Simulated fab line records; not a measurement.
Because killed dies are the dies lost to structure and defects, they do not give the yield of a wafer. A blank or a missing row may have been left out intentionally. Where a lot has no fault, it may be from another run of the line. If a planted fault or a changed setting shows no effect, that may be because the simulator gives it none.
fab line records	flow n5_finfet
[record] lots = 7	wafers = 19	last_day = 17
route steps=1938 shown BEOL_M14@1753 PASSIVATION@1936
lots with no fault: from the same line, run without faults
start_h: the number of hours between the record's first day and the start of the first shown wafer of the lot	wait_h: time in hours since the lot's previous step	" the same as in the row above	L1.1+2: a single row standing in for several wafers	- value missing, or start not given	* or withheld: withheld	< > ~ a bound
route shown NAME@n: a module of which the file shows steps, and the number in the route of the first	usual: the fault-free wafers' mean and standard deviation	same: alike in all rows	chamber/n: place in a boat	sites: each site's reading	_std_site: the values' standard deviation	_edge_site: the outer-site mean with the inner-site mean subtracted	radius_mm: for every site, how far away it sits from the centre of the wafer	mask NAME#n: copy n	behind: the last tool/chamber to shape the wafer	hold: why the lot went on hold/how many hours it stayed there/how the hold came to an end	device: names the non-switching transistor (n, p or np)	end of line: the route-end tests of the same wafers	for a step that has no rows: nothing shown but its recipe	killed: not the wafer's yield, but the dies lost to structure and defects at the first sort	map: per-die view of a wafer (x killed, . not killed, _ where there is no die)
set.NAME: setting as actually run; set.NAME@STEP: the setting as run at that earlier step	model.NAME: the simulator's own value behind a step, which no gauge read
lots at some steps of the route; a table a step, a row a wafer
services: when a tool's chamber went out of use (start_h, in hours from the record's first day, below 0 if earlier), for how many hours, and the reason
[[steps]]
[step N5_BEOL_M14_TRENCH_ETCH_34]
[recipe] chemistry = C4F8/O2/Ar	target = SiO2	target_depth_a = 5566.5	mask_material = SOC	he_inner_torr = 15	he_outer_torr = 30	time_s = 126.9	ion_energy_ev = 800	pressure_mtorr = 20	source_w = 1905	bias_w = 2040	Ar_flow_sccm = 400	C4F8_flow_sccm = 16	O2_flow_sccm = 12
[step N5_BEOL_M14_STRIP_70]
[recipe] chemistry = C4F8/O2/Ar	resist = SiARC	rf_frequency_hz = 6e+07
[step N5_BEOL_M14_OCD_MEAS_35]
[usual] trench_depth_nm = 552/15
lot.wafer	tool	chamber	start_h	wait_h	trench_depth_nm
L860.3	ocd-02	-	276.13	0.0	555
L860.5	"	-	"	"	548
L864.1	ocd-01	-	295.74	0.0	560
L864.3	"	-	"	"	574
L864.6	"	-	"	"	520
L867.2	ocd-02	-	334.49	0.0	567
L867.3	"	-	"	"	561
L867.4	"	-	"	"	530
L869.2	ocd-01	-	339.29	0.0	556
L869.4	"	-	"	"	560
L870.1	ocd-02	-	340.67	0.0	573
L870.3	"	-	"	"	546
L870.4	"	-	"	"	543
L875.1	ocd-02	-	370.08	0.0	553
L875.2	"	-	"	"	552
L875.3	"	-	"	"	552
L876.1	ocd-01	-	386.68	0.0	576
L876.3	"	-	"	"	556
L876.5	"	-	"	"	571
[step N5_BEOL_M14_STRIP_37]
[recipe] chemistry = O2	power_w = 600	temp_c = 60	pressure_mtorr = 30	rf_frequency_hz = 6e+07	bias_power_w = 0	overash_fraction = 0.3	o2_flow_sccm = 225
[usual] chamber_pressure_mTorr = 30.01/0.051	drypump_motor_current_A = 5.7/0.49	oes_product_au = 0.80/0.07	rf_vpp_V = 3.8/0.97	showerhead_plenum_p_Torr = 2.07/0.043	throttle_valve_pct = 16.73/0.2
lot.wafer	tool	chamber	start_h	wait_h	chamber_pressure_mTorr	drypump_motor_current_A	oes_product_au	rf_hours_counter_h	rf_vpp_V	showerhead_plenum_p_Torr	throttle_valve_pct
L860.3	rie_diel-01	3	276.98	0.8	29.97	6.0	0.77	132	3.7	2.08	16.72
L860.5	"	0	"	"	29.96	6.3	0.73	-	3.6	2.10	16.82
L864.1	rie_diel-04	3	297.78	2.0	29.97	6.0	0.86	66	5.5	2.04	16.47
L864.3	"	1	"	"	30.02	5.4	0.82	98	2.3	2.13	16.84
L864.6	"	3	"	"	30.03	6.0	0.86	-	4.5	2.04	16.47
L867.2	rie_diel-01	3	334.53	0.0	30.08	6.0	0.76	154	4.2	2.07	16.80
L867.3	"	1	"	"	29.99	5.7	0.94	15	2.4	2.07	16.95
L867.4	"	2	"	"	29.96	5.3	0.71	190	4.9	2.15	16.76
L869.2	rie_diel-01	1	340.53	1.2	30.00	5.7	0.93	17	4.4	2.07	16.92
L869.4	"	2	"	"	29.97	5.3	0.71	192	3.2	2.15	16.80
L870.1	rie_diel-01	0	340.96	0.3	30.07	6.3	0.72	201	4.5	2.10	16.85
L870.3	"	1	"	"	30.00	5.7	0.93	18	5.0	2.07	16.98
L870.4	"	3	"	"	30.09	6.0	0.74	157	3.2	2.07	16.78
L875.1	rie_diel-05	1	372.79	2.7	30.05	5.8	0.79	116	3.9	2.05	16.89
L875.2	"	3	"	"	30.04	5.0	0.86	93	2.5	2.02	16.62
L875.3	"	0	"	"	30.07	5.1	0.79	135	2.6	2.01	16.60
L876.1	rie_diel-04	3	387.42	0.7	30.07	6.0	0.82	96	4.2	2.03	16.49
L876.3	"	2	"	"	29.99	5.4	0.82	87	3.6	2.05	16.61
L876.5	"	1	"	"	30.00	5.4	0.79	-	2.6	2.12	16.87
[step N5_BEOL_M14_ETCH_38]
[recipe] chemistry = CF4/N2	target = SiCN	target_depth_a = 1065	taper_deg = 2	time_s = 120.6	ion_energy_ev = 150	mask_material = SiO2	pressure_mtorr = 40	source_w = 430	bias_w = 70	Ar_flow_sccm = 100	cf4_flow_sccm = 60	n2_flow_sccm = 60
[usual] chamber_pressure_mTorr = 40.00/0.044	drypump_motor_current_A = 5.7/0.5	mfc_ar_sccm = 100.0/0.32	oes_product_au = 0.79/0.07	rf_vpp_V = 381.6/1.4	showerhead_plenum_p_Torr = 2.18/0.05	throttle_valve_pct = 15.53/0.21
lot.wafer	tool	chamber	start_h	wait_h	chamber_pressure_mTorr	drypump_motor_current_A	mfc_ar_sccm	oes_product_au	rf_hours_counter_h	rf_vpp_V	showerhead_plenum_p_Torr	throttle_valve_pct
L860.3	rie_diel-01	3	-	-	39.78	6.0	100.3	0.76	132	382.9	2.23	15.68
L860.5	"	0	"	"	39.89	6.3	100.0	0.76	-	381.8	2.23	15.67
L864.1	rie_diel-04	3	-	-	40.03	6.0	100.3	0.88	66	381.5	2.15	15.21
L864.3	"	1	"	"	40.02	5.4	99.4	0.81	98	381.7	2.23	15.56
L864.6	"	3	"	"	39.96	6.1	99.9	0.88	-	379.9	2.15	15.22
L867.2	rie_diel-01	3	-	-	40.06	6.0	99.9	0.75	154	381.7	2.22	15.70
L867.3	"	1	"	"	39.98	5.7	100.4	0.93	15	381.7	2.15	15.56
L867.4	"	2	"	"	40.05	5.3	100.0	0.71	190	383.8	2.29	15.65
L869.2	rie_diel-01	1	-	-	39.98	5.8	99.8	0.93	17	381.5	2.15	15.56
L869.4	"	2	"	"	40.02	5.3	99.8	0.70	193	385.4	2.29	15.67
L870.1	rie_diel-01	0	-	-	40.01	6.3	100.1	0.73	201	380.9	2.22	15.72
L870.3	"	1	"	"	39.98	5.7	100.8	0.93	18	382.3	2.15	15.54
L870.4	"	3	"	"	39.96	6.0	99.4	0.75	157	382.4	2.22	15.72
L875.1	rie_diel-05	1	-	-	40.01	5.8	100.2	0.78	116	381.7	2.12	15.46
L875.2	"	3	"	"	39.92	5.0	99.8	0.82	93	380.4	2.16	15.47
L875.3	"	0	"	"	40.06	5.1	99.8	0.78	135	379.9	2.14	15.47
L876.1	rie_diel-04	3	-	-	39.98	6.0	99.7	0.82	96	380.4	2.14	15.28
L876.3	"	2	"	"	40.00	5.4	100.0	0.82	87	382.4	2.14	15.30
L876.5	"	1	"	"	40.04	5.4	100.1	0.77	-	381.7	2.22	15.64
[step N5_BEOL_M14_PRECLEAN_39]
[recipe] chemistry = residue_remover	time_s = 60	temp_c = 40
[step N5_BEOL_M14_SRD_40]
[recipe] time_s = 30	temp_c = 23	rinse_liquid = diw	dry = n2_spin	spin_rpm = 1500	dry_time_s = 30
[step N5_BEOL_M14_DEGAS_41]
[recipe] ambient = vacuum	temp_c = 300	time_s = 60
[usual] heater_power_w = 479/47
lot.wafer	tool	chamber	start_h	wait_h	heater_power_w
L860.3	pvd_sputter-02	-	277.91	0.7	417
L860.5	"	-	"	"	461
L864.1	pvd_sputter-02	-	298.21	0.2	456
L864.3	"	-	"	"	414
L864.6	"	-	"	"	404
L867.2	pvd_sputter-03	-	334.92	0.2	480
L867.3	"	-	"	"	560
L867.4	"	-	"	"	464
L869.2	pvd_sputter-02	-	340.99	0.2	494
L869.4	"	-	"	"	430
L870.1	pvd_sputter-01	-	341.35	0.2	436
L870.3	"	-	"	"	512
L870.4	"	-	"	"	420
L875.1	pvd_sputter-03	-	373.64	0.6	545
L875.2	"	-	"	"	461
L875.3	"	-	"	"	478
L876.1	pvd_sputter-03	-	388.12	0.5	545
L876.3	"	-	"	"	467
L876.5	"	-	"	"	549
[step N5_BEOL_M14_PRE_CLEAN_42]
[recipe] gas = H2/He	time_s = 30	temp_c = 300
[step N5_BEOL_M14_SPUTTER_43]
[recipe] material = TaN	target_thk_a = 150	temp_c = 50	bias_v = 168.6	power_w = 15000	chamber_pressure_pa = 0.12	time_s = 24.19
[step N5_BEOL_M14_SPUTTER_44]
[recipe] material = Ta	target_thk_a = 150	temp_c = 50	bias_v = 80	power_w = 15000	chamber_pressure_pa = 0.07	time_s = 24.19
[usual] bias_v = 80.1/0.77	chamber_pressure_pa = 0.07/0.00016	throttle_valve_pct = 29.8/0.99
lot.wafer	tool	chamber	start_h	wait_h	bias_v	chamber_pressure_pa	throttle_valve_pct
L860.3	pvd_sputter-02	-	278.07	0.0	79.7	0.06996	30.3
L860.5	"	-	"	"	81.2	0.06998	28.5
L864.1	pvd_sputter-02	-	298.37	0.0	79.8	0.07	28.5
L864.3	"	-	"	"	80.5	0.06989	30.2
L864.6	"	-	"	"	80.2	0.06984	30.4
L867.2	pvd_sputter-03	-	335.08	0.0	81.0	0.06985	29.8
L867.3	"	-	"	"	81.2	0.06999	30.7
L867.4	"	-	"	"	80.8	0.06986	30.1
L869.2	pvd_sputter-02	-	341.15	0.0	80.4	0.07014	29.7
L869.4	"	-	"	"	82.0	0.06988	30.1
L870.1	pvd_sputter-01	-	341.53	0.0	80.3	0.06998	32.1
L870.3	"	-	"	"	79.1	0.06995	28.5
L870.4	"	-	"	"	79.9	0.06991	29.6
L875.1	pvd_sputter-03	-	373.80	0.0	80.9	0.0696	30.4
L875.2	"	-	"	"	79.9	0.06987	29.0
L875.3	"	-	"	"	80.2	0.06986	30.3
L876.1	pvd_sputter-03	-	388.28	0.0	80.2	0.06993	30.4
L876.3	"	-	"	"	78.1	0.07029	30.0
L876.5	"	-	"	"	80.5	0.06978	30.8
[step N5_BEOL_M14_SPUTTER_45]
[recipe] material = Cu	target_thk_a = 1000	temp_c = -20	bias_v = 60	power_w = 26000	chamber_pressure_pa = 0.13	time_s = 16.67
[step N5_BEOL_M14_ECD_47]
[recipe] material = Cu	target_thk_a = 12480
lot.wafer	tool	chamber	start_h	wait_h	model.Cu_of_BEOL_M14_ECD_47.thk_nm
L860.3	ecd_cu-02	1	278.32	0.1	1245
L860.5	"	1	"	"	1263
L864.1+6	ecd_cu-02	0,1	298.57	0.1	1238
L864.3	"	0	"	"	1251
L867.2	ecd_cu-02	1	335.28	0.1	1269
L867.3	"	1	"	"	1247
L867.4	"	0	"	"	1977
L869.2	ecd_cu-02	1	341.51	0.2	1240
L869.4	"	0	"	"	1984
L870.1	ecd_cu-02	1	341.80	0.1	1979
L870.3	"	0	"	"	1267
L870.4	"	1	"	"	1977
L875.1	ecd_cu-01	1	373.99	0.1	1230
L875.2	"	0	"	"	1239
L875.3	"	0	"	"	1256
L876.1	ecd_cu-01	0	388.47	0.1	1247
L876.3	"	0	"	"	1278
L876.5	"	1	"	"	1246
[step N5_BEOL_M14_ANNEAL_48]
[recipe] temp_c = 225	time_s = 90	ambient = N2
[usual] anneal_temp_c = 225.02/0.18	wafer_temp_C_max = 226.01/0.29
lot.wafer	tool	chamber	start_h	wait_h	anneal_temp_c	wafer_temp_C_max
L860.3	rtp_anneal-02	0	278.55	0.2	225.00	225.91
L860.5	"	0	"	"	225.21	226.27
L864.1	rtp_anneal-01	0	298.76	0.1	225.25	226.13
L864.3	"	0	"	"	224.91	225.96
L864.6	"	0	"	"	225.21	226.32
L867.2	rtp_anneal-02	0	335.70	0.4	224.87	226.03
L867.3	"	0	"	"	225.05	226.62
L867.4	"	0	"	"	224.74	226.95
L869.2	rtp_anneal-01	0	341.75	0.2	224.78	226.12
L869.4	"	0	"	"	224.80	226.40
L870.1	rtp_anneal-01	0	342.24	0.4	224.91	226.11
L870.3	"	0	"	"	225.11	226.23
L870.4	"	0	"	"	225.46	225.74
L875.1	rtp_anneal-01	0	374.44	0.4	225.03	225.32
L875.2	"	0	"	"	225.03	225.96
L875.3	"	0	"	"	225.27	226.28
L876.1	rtp_anneal-01	0	388.66	0.1	224.90	226.00
L876.3	"	0	"	"	224.98	225.80
L876.5	"	0	"	"	225.23	225.97
[step N5_BEOL_M14_CMP_49]
[recipe] stop_on = SiO2	t_overpolish_s = 5.2	down_force_psi = 2	platen_rpm = 80	clearing_platen_down_force_psi = 2	clearing_platen_rpm = 80	post_cmp_clean = cu_alkaline	target_thk_nm = 560	clearing_platen_pad_velocity_m_s = 1.5917	pad_velocity_m_s = 1.5917
[usual] motor_current_A = 8.0/0.86	pad_life_wafers = 1173/470	slurry_filter_dp_kPa = 13.50/0.14	time_to_endpoint_s = 122/7.4
lot.wafer	tool	chamber	start_h	wait_h	motor_current_A	pad_life_wafers	slurry_filter_dp_kPa	time_to_endpoint_s
L860.3	cmp-03	2	278.81	0.2	9.2	805	13.63	117
L860.5	"	1	"	"	7.9	-	13.55	111
L864.1	cmp-02	0	299.10	0.3	6.8	1459	13.58	120
L864.3	"	2	"	"	8.1	1461	13.65	133
L864.6	"	0	"	"	7.3	-	13.32	121
L867.2	cmp-03	2	335.98	0.2	9.2	1267	13.46	113
L867.3	"	3	"	"	9.7	1268	13.68	118
L867.4	"	0	"	"	9.5	1269	13.51	193
L869.4	cmp-02	2	342.04	0.2	8.3	1783	13.42	205
L869.2	"	3	"	"	6.5	1784	13.71	125
L870.3	cmp-02	1	342.58	0.2	9.0	1789	13.71	126
L870.4	"	2	"	"	8.6	1790	13.64	205
L870.1	"	3	"	"	6.3	1791	13.47	202
L875.3	cmp-01	1	374.73	0.2	7.5	900	13.29	128
L875.1	"	2	"	"	7.3	901	13.69	123
L875.2	"	3	"	"	8.0	902	13.50	129
L876.1	cmp-03	1	388.96	0.3	8.3	1704	13.61	107
L876.3	"	2	"	"	8.8	1705	13.59	117
L876.5	"	2	"	"	9.2	-	13.54	113
[step N5_BEOL_M14_THK_MEAS_50]
[recipe] thk_meas_gauge = xrf	reads = Cu_of_BEOL_M14_ECD_47
[usual] M14_THK = 572/16
lot.wafer	tool	chamber	start_h	wait_h	M14_THK[nm]
L860.3	film_metro-02	-	279.06	-	572
L860.5	"	-	"	"	567
L864.1	film_metro-01	-	299.35	-	576
L864.3	"	-	"	"	598
L864.6	"	-	"	"	534
L867.2	film_metro-02	-	336.24	-	582
L867.3	"	-	"	"	579
L867.4	"	-	"	"	544
L869.2	film_metro-01	-	342.30	-	569
L869.4	"	-	"	"	574
L870.1	film_metro-01	-	342.84	-	598
L870.3	"	-	"	"	563
L870.4	"	-	"	"	568
L875.1	film_metro-01	-	375.03	-	568
L875.2	"	-	"	"	570
L875.3	"	-	"	"	571
L876.1	film_metro-02	-	389.25	-	597
L876.3	"	-	"	"	577
L876.5	"	-	"	"	589
[step N5_PASSIVATION_PROBE_49]
[usual] defect_limited_yield = 91.2/1.4	killed_at_M0_to_M3 = 32/9.3	killed_at_M4_up = 14/4.9	killed_at_contacts = 15/7.5	killed_at_front_end = 40/11	killed_at_other = 4/3.3	killed_dies = 104/17	killed_on_rim = 13/4.2	killed_open = 68/14	killed_short = 33/7.9	sort_bin_5_function = 5.2/0.99	sort_bin_6_memory = 3.2/0.65	sort_n_pass = 1076/17	sort_yield_pct = 91.1/1.5
[same] gross_dies = 1180	killed_at_back_side = 0	sort_bin_4_leakage[%] = 0	sort_bin_8_speed[%] = 0
lot.wafer	tool	chamber	start_h	wait_h	defect_limited_yield[%]	killed_at_M0_to_M3	killed_at_M4_up	killed_at_contacts	killed_at_front_end	killed_at_other	killed_dies	killed_on_rim	killed_open	killed_short	sort_bin_5_function[%]	sort_bin_6_memory[%]	sort_n_pass	sort_yield_pct[%]
L860.3	prober-01	-	304.57	0.1	92.5	15	16	8	42	7	88	14	62	19	4.1	2.6	1092	92.5
L860.5	prober-01	-	304.67	0.2	91.6	22	12	21	40	4	99	10	55	27	5.7	2.5	1081	91.6
L864.1	prober-02	-	324.86	0.0	92.4	29	8	10	41	2	90	18	51	38	4.2	3.1	1090	92.4
L864.3	prober-02	-	324.96	0.1	90.0	35	22	11	48	2	118	15	75	41	5.3	4.6	1062	90.0
L864.6	prober-02	-	325.11	0.3	92.5	38	10	5	35	0	88	16	49	38	4.4	2.8	1092	92.5
L867.2	prober-01	-	356.37	0.1	89.0	52	13	15	48	2	130	10	97	32	6.8	3.7	1050	89.0
L867.3	prober-01	-	356.42	0.1	92.0	28	12	6	46	2	94	15	57	36	5.0	2.6	1086	92.0
L867.4	prober-01	-	356.47	0.2	93.1	24	16	10	31	1	82	11	49	23	3.7	2.3	1098	93.1
L869.2	prober-02	-	363.30	0.1	89.6	41	17	13	42	10	123	14	81	35	5.7	4.4	1057	89.6
L869.4	prober-02	-	363.40	0.2	91.8	28	15	13	40	1	97	13	65	30	5.0	2.8	1083	91.8
L870.1	prober-01	-	365.86	0.0	91.9	27	21	14	26	7	95	11	64	25	4.5	3.3	1085	91.9
L870.3	prober-01	-	365.96	0.1	91.9	30	8	21	33	4	96	11	64	28	4.9	3.1	1084	91.9
L870.4	prober-01	-	366.01	0.2	88.5	30	15	9	52	30	136	41	66	26	6.5	3.4	1044	88.5
L875.1	prober-01	-	393.53	0.0	93.5	34	14	4	24	1	77	18	56	20	4.0	2.5	1103	93.5
L875.2	prober-01	-	393.58	0.1	93.6	29	20	6	21	0	76	10	51	25	2.7	3.4	1104	93.6
L875.3	prober-01	-	393.63	0.1	92.5	33	15	15	24	2	89	10	61	28	4.4	2.9	1091	92.5
L876.1	prober-02	-	414.52	0.0	92.0	30	25	4	34	1	94	6	64	28	5.3	2.1	1086	92.0
L876.3	prober-02	-	414.62	0.1	90.1	28	15	22	49	3	117	8	92	22	6.4	3.3	1063	90.1
L876.5	prober-02	-	414.72	0.2	90.2	34	13	18	49	2	116	7	80	31	5.9	3.6	1064	90.2
// killed by level:class
L860.3 STI_FIN_REVEAL:geometric_particle:open=11 MOL_CONTACT_COAG:geometric_particle:open=7 BEOL_M4:geometric_particle:open=7 HKMG_FIN:area_etch=7 BEOL_M0_SAQP:geometric_particle:open=5 BEOL_M1:geometric_particle:open=5 STARTING-WAFER:geometric_particle:open=5 BEOL_M4:geometric_particle:short=4
L860.5 MOL_CONTACT_COAG:geometric_particle:open=10 MOL_CONTACT_COAG:area_etch=9 FIN_CUT:area_etch=8 STI_FIN_REVEAL:geometric_particle:open=7 BEOL_M2:geometric_particle:open=7 STI_FIN_REVEAL:geometric_particle:short=6 FIN_SAQP:geometric_particle:open=5 BEOL_M4:geometric_particle:open=5
L864.1 FIN_SAQP:geometric_particle:short=12 BEOL_M3:geometric_particle:open=9 FIN_SAQP:geometric_particle:open=6 MOL_CONTACT_COAG:geometric_particle:open=6 STI_FIN_REVEAL:geometric_particle:open=6 BEOL_M0_SAQP:geometric_particle:open=5 BEOL_M0_SAQP:geometric_particle:short=5 DUMMY_GATE:geometric_particle:short=4
L864.3 FIN_SAQP:geometric_particle:short=12 BEOL_M4:geometric_particle:open=12 FIN_SAQP:geometric_particle:open=11 BEOL_M3:geometric_particle:open=9 BEOL_M0_SAQP:geometric_particle:short=9 MOL_CONTACT_COAG:geometric_particle:open=9 BEOL_M2:geometric_particle:open=5 STI_FIN_REVEAL:geometric_particle:open=5
L864.6 FIN_SAQP:geometric_particle:short=16 BEOL_M0_SAQP:geometric_particle:open=15 FIN_SAQP:geometric_particle:open=9 BEOL_M0_SAQP:geometric_particle:short=9 BEOL_M2:geometric_particle:open=9 MOL_CONTACT_COAG:geometric_particle:short=3 BEOL_M4:geometric_particle:short=3 DUMMY_GATE:geometric_particle:open=2
L867.2 BEOL_M1:geometric_particle:open=15 STI_FIN_REVEAL:geometric_particle:open=13 MOL_CONTACT_COAG:geometric_particle:open=12 BEOL_M0_SAQP:geometric_particle:short=11 BEOL_M4:geometric_particle:open=10 BEOL_M0_SAQP:geometric_particle:open=8 BEOL_M3:geometric_particle:open=6 DUMMY_GATE:geometric_particle:open=6
L867.3 STI_FIN_REVEAL:geometric_particle:open=17 BEOL_M1:geometric_particle:open=7 BEOL_M0_SAQP:geometric_particle:short=6 FIN_SAQP:geometric_particle:open=5 STI_FIN_REVEAL:geometric_particle:short=5 MOL_CONTACT_COAG:geometric_particle:open=5 BEOL_M0_SAQP:geometric_particle:open=5 ILD0:geometric_particle:short=4
L867.4 HKMG_FIN:area_etch=10 MOL_CONTACT_COAG:geometric_particle:open=8 DUMMY_GATE:geometric_particle:open=7 BEOL_M4:geometric_particle:open=6 BEOL_M1:geometric_particle:open=6 BEOL_M3:geometric_particle:open=6 BEOL_M0_SAQP:geometric_particle:open=5 FIN_SAQP:geometric_particle:short=4
L869.2 STI_FIN_REVEAL:geometric_particle:open=13 MOL_CONTACT_COAG:geometric_particle:open=11 BEOL_M3:geometric_particle:open=11 BEOL_M4:geometric_particle:open=11 BEOL_M0_SAQP:geometric_particle:short=8 BEOL_M0_SAQP:geometric_particle:open=8 FIN_SAQP:geometric_particle:open=5 FIN_SAQP:geometric_particle:short=5
L869.4 MOL_CONTACT_COAG:geometric_particle:open=11 FIN_SAQP:geometric_particle:open=10 BEOL_M0_SAQP:geometric_particle:short=10 BEOL_M4:geometric_particle:open=9 BEOL_M0_SAQP:geometric_particle:open=7 STARTING-WAFER:geometric_particle:open=7 GATE_CUT:geometric_particle:short=6 DUMMY_GATE:geometric_particle:open=5
L870.1 BEOL_M4:geometric_particle:open=11 MOL_CONTACT_COAG:geometric_particle:open=10 STI_FIN_REVEAL:geometric_particle:open=8 BEOL_M2:geometric_particle:open=6 PASSIVATION:area_etch=6 BEOL_M0_SAQP:geometric_particle:open=5 BEOL_M3:geometric_particle:open=5 MOL_CONTACT_COAG:geometric_particle:short=4
L870.3 MOL_CONTACT_COAG:geometric_particle:open=19 BEOL_M0_SAQP:geometric_particle:short=9 STI_FIN_REVEAL:geometric_particle:open=7 BEOL_M0_SAQP:geometric_particle:open=7 BEOL_M3:geometric_particle:open=6 FIN_SAQP:geometric_particle:open=5 GATE_CUT:geometric_particle:open=4 BEOL_M0:geometric_particle:open=4
L870.4 PASSIVATION:area_etch=27 HKMG_FIN:area_etch=16 STI_FIN_REVEAL:geometric_particle:open=12 BEOL_M4:geometric_particle:open=9 BEOL_M0_SAQP:geometric_particle:short=8 MOL_CONTACT_COAG:geometric_particle:open=7 BEOL_M0_SAQP:geometric_particle:open=6 BEOL_M0:geometric_particle:open=5
L875.1 BEOL_M1:geometric_particle:open=7 BEOL_M2:geometric_particle:open=7 BEOL_M4:geometric_particle:open=6 STI_FIN_REVEAL:geometric_particle:open=6 MOL_CONTACT_COAG:geometric_particle:open=4 BEOL_M0_SAQP:geometric_particle:open=4 BEOL_M0:geometric_particle:open=4 BEOL_M5:geometric_particle:open=4
L875.2 BEOL_M4:geometric_particle:open=9 BEOL_M0_SAQP:geometric_particle:open=7 BEOL_M1:geometric_particle:open=7 DUMMY_GATE:geometric_particle:open=5 STI_FIN_REVEAL:geometric_particle:open=4 MOL_CONTACT_COAG:geometric_particle:short=4 BEOL_M0_SAQP:geometric_particle:short=4 BEOL_M5:geometric_particle:open=4
L875.3 STI_FIN_REVEAL:geometric_particle:open=11 MOL_CONTACT_COAG:geometric_particle:open=10 BEOL_M1:geometric_particle:open=8 BEOL_M0_SAQP:geometric_particle:short=7 BEOL_M4:geometric_particle:open=6 MOL_CONTACT_COAG:geometric_particle:short=5 BEOL_M0_SAQP:geometric_particle:open=5 BEOL_M5:geometric_particle:open=5
L876.1 BEOL_M4:geometric_particle:open=15 FIN_SAQP:geometric_particle:open=8 BEOL_M0_SAQP:geometric_particle:short=8 BEOL_M0_SAQP:geometric_particle:open=5 STI_FIN_REVEAL:geometric_particle:open=4 MOL_CONTACT_COAG:geometric_particle:open=4 BEOL_M1:geometric_particle:open=4 BEOL_M2:geometric_particle:open=4
L876.3 MOL_CONTACT_COAG:geometric_particle:open=19 STI_FIN_REVEAL:geometric_particle:open=17 BEOL_M2:geometric_particle:open=11 GATE_CUT:geometric_particle:open=7 FIN_SAQP:geometric_particle:short=6 FIN_SAQP:geometric_particle:open=6 BEOL_M5:geometric_particle:open=6 BEOL_M4:geometric_particle:open=5
L876.5 STI_FIN_REVEAL:geometric_particle:open=15 MOL_CONTACT_COAG:geometric_particle:open=13 BEOL_M2:geometric_particle:open=11 FIN_SAQP:geometric_particle:open=8 GATE_CUT:geometric_particle:short=6 MOL_CONTACT_COAG:geometric_particle:short=5 BEOL_M0_SAQP:geometric_particle:open=5 BEOL_M4:geometric_particle:open=5
[[services]]
tool	chamber	start_h	hours	kind
ecd_cu-02	-	253.39	0.7	repair
rie_diel-01	1	260.23	-	clean
rie_diel-01	1	260.23	-	consumable_replace:esc
rie_diel-01	1	260.23	-	consumable_replace:focus_ring
rie_diel-01	1	260.23	28.3	scheduled_down
rie_diel-01	1	260.23	28.3	vent_cycle
cmp-01	-	264.17	4.0	pm
cmp-01	-	268.17	-	consumable_replace:conditioner
cmp-01	-	268.17	-	consumable_replace:pad
cmp-01	-	281.64	1.9	repair
rie_diel-05	2	298.44	8.7	repair
cmp-03	-	302.53	1.0	repair
rie_diel-01	2	319.59	4.7	repair
rie_diel-05	3	327.61	10.9	repair
ecd_cu-01	-	336.76	4.8	pm
rie_diel-01	-	342.20	0.2	repair
cmp-02	-	352.62	5.6	pm
rtp_anneal-01	-	352.85	9.3	pm
rie_diel-05	-	357.67	2.8	pm
rie_diel-05	2	367.49	-	clean
rie_diel-05	2	367.49	-	consumable_replace:focus_ring
rie_diel-05	2	367.49	10.9	scheduled_down
rie_diel-05	2	367.49	10.9	vent_cycle
[[key]]
[first_sign] step = N5_BEOL_M14_CMP_49	reading = time_to_endpoint_s	direction = up	sigmas = 11	usual = *	struck = *
effect none on later readings
[model_effect] step = N5_BEOL_M14_ECD_47	value = Cu_of_BEOL_M14_ECD_47.thk_nm	without = 1253	struck = 1979
met_at N5_BEOL_M14_ECD_47
struck_wafers L867.4,L869.4,L870.1,L870.4
[baseline_loss] step = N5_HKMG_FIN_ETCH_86	wafers = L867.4
[baseline_loss] step = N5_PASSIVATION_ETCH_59	wafers = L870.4
onset_between 298.57 335.28
[fault] kind = process_parameter_drift	tool = ecd_cu-02	chamber = -	onset_h = 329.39	steps = N5_BEOL_M14_ECD_47	channel = target_thk_a	offset = *	shape = step	end_h = 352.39	scope = struck_wafers_only	acts_in = *	stated = *
// baseline_loss: these wafers lose ten dies or more at that step, a loss of the line's own and not of a fault; the sort's usual values leave them out
